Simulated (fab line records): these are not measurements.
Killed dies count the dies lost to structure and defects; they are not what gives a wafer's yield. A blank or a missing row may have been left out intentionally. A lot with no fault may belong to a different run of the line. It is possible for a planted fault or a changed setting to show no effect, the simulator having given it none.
Which of the tools did it?    flow n5 finfet    66 wafers from 22 lots sampled at 2 of the route's 1938 steps

WHAT EACH GAUGE READ, for each wafer
N5_HKMG_FIN_INSPECT_61: inspects for defects (macro). Usual: raw defect count 2.1, standard deviation 1.5.
lot   measured     on                 raw defect count  flag
L074  day 3 22:28  defect inspect-02  1 3 6             
L075  day 4 03:11  defect inspect-01  2 0 1             
L077  day 4 17:20  defect inspect-01  2 5 2             
L078  day 4 22:51  defect inspect-01  2 2 6             
L079  day 5 04:24  defect inspect-02  1 0 2             
L080  day 5 11:02  defect inspect-01  0 3 4             
L081  day 5 17:12  defect inspect-02  0 2 1             
L082  day 5 21:29  defect inspect-02  2 2 5             
L083  day 6 03:59  defect inspect-02  0 0 2             
L084  day 6 13:01  defect inspect-01  2 3 3             
L085  day 6 17:07  defect inspect-01  1 0 2             
L086  day 7 03:00  defect inspect-01  0 1 0             
L087  day 7 08:22  defect inspect-01  4 2 0             
L088  day 7 10:48  defect inspect-01  2 1 3             
L089  day 7 17:19  defect inspect-01  1 3 3             
L090  day 7 21:44  defect inspect-01  1 2 1             
L091  day 8 04:31  defect inspect-01  3 1 2             
L093  day 8 17:57  defect inspect-01  0 6 0             
L094  day 8 21:11  defect inspect-01  2 2 1             
L095  day 9 04:42  defect inspect-02  1 2 2             
L096  day 9 11:23  defect inspect-02  3 4 4             
L097  day 9 17:14  defect inspect-02  3 3 2             

TOOL THAT RAN EACH LOT (tool first, then ch and the chambers of the sampled wafers, then the start)
lot   N5_HKMG_FIN_HK_ANNEAL_02
L074  rtp anneal-01 ch 0, day 3 21:40
L075  rtp anneal-02 ch 0, day 4 02:31
L077  rtp anneal-02 ch 0, day 4 16:32
L078  rtp anneal-01 ch 0, day 4 22:04
L079  rtp anneal-01 ch 0, day 5 03:43
L080  rtp anneal-02 ch 0, day 5 10:15
L081  rtp anneal-02 ch 0, day 5 16:23
L082  rtp anneal-02 ch 0, day 5 20:49
L083  rtp anneal-02 ch 0, day 6 03:17
L084  rtp anneal-01 ch 0, day 6 12:20
L085  rtp anneal-02 ch 0, day 6 16:25
L086  rtp anneal-01 ch 0, day 7 02:21
L087  rtp anneal-01 ch 0, day 7 07:44
L088  rtp anneal-02 ch 0, day 7 09:59
L089  rtp anneal-01 ch 0, day 7 16:37
L090  rtp anneal-01 ch 0, day 7 20:59
L091  rtp anneal-02 ch 0, day 8 03:44
L093  rtp anneal-02 ch 0, day 8 17:16
L094  rtp anneal-02 ch 0, day 8 20:29
L095  rtp anneal-01 ch 0, day 9 04:01
L096  rtp anneal-02 ch 0, day 9 10:43
L097  rtp anneal-02 ch 0, day 9 16:32
- N5_HKMG_FIN_HK_ANNEAL_02: time 30 s.

WHAT THE TOOLS THEMSELVES READ (means of the sampled wafers that have a number; where no wafer has one, the mark that the record gives instead)
N5_HKMG_FIN_HK_ANNEAL_02. Usual: lamp power pct 8.80 %, standard deviation 0.057; lamp_zone_1_pct 8.796 %, standard deviation 0.0096; lamp_zone_5_pct 8.799 %, standard deviation 0.0098; wafer_temp_C_max 703.0, standard deviation 0.61.
lot   tool           lamp power pct (%)  lamp_zone_1_pct (%)  lamp_zone_5_pct (%)  wafer_temp_C_max  flag
L074  rtp anneal-01  8.84                8.794                8.799                703.6             
L075  rtp anneal-02  8.73                8.806                8.804                702.7             
L077  rtp anneal-02  8.75                8.788                8.796                703.2             
L078  rtp anneal-01  8.85                8.800                8.794                703.6             
L079  rtp anneal-01  8.86                8.795                8.793                702.4             
L080  rtp anneal-02  8.83                8.794                8.804                702.7             
L081  rtp anneal-02  8.77                8.795                8.810                702.6             
L082  rtp anneal-02  8.80                8.798                8.803                702.7             
L083  rtp anneal-02  8.78                8.800                8.800                702.8             
L084  rtp anneal-01  8.76                8.804                8.800                703.2             
L085  rtp anneal-02  8.78                8.795                8.794                703.1             
L086  rtp anneal-01  8.75                8.804                8.792                702.7             
L087  rtp anneal-01  8.81                8.799                8.791                703.3             
L088  rtp anneal-02  8.80                8.796                8.799                703.5             
L089  rtp anneal-01  8.75                8.792                8.793                703.5             
L090  rtp anneal-01  8.77                8.801                8.797                703.0             
L091  rtp anneal-02  8.79                8.790                8.796                703.0             
L093  rtp anneal-02  8.81                8.796                8.805                703.0             
L094  rtp anneal-02  8.77                8.799                8.799                703.3             
L095  rtp anneal-01  8.86                8.805                8.790                702.7             
L096  rtp anneal-02  8.76                8.795                8.799                703.0             
L097  rtp anneal-02  8.82                8.802                8.798                703.7             

THE ANSWER, worked out from the rows above alone
Rule: take the mean of a lot's wafers that have a number; if it is more than 3 standard deviations from the usual mean, the lot is off. A lot without any number at a reading at which 4 lots or more have one is off too. Where the step has rows for the other lots, those lots are counted as sound. After the gauges, taken in route order, come the tools' own readings; for these a lot's mean is taken, as printed above. The first step at which some lot is off is used, and at that step the reading that is off furthest; a lot without a number counts as furthest.
No lot is off at any reading shown: from this, nothing can be told.

WHAT THE SIMULATOR PUT IN
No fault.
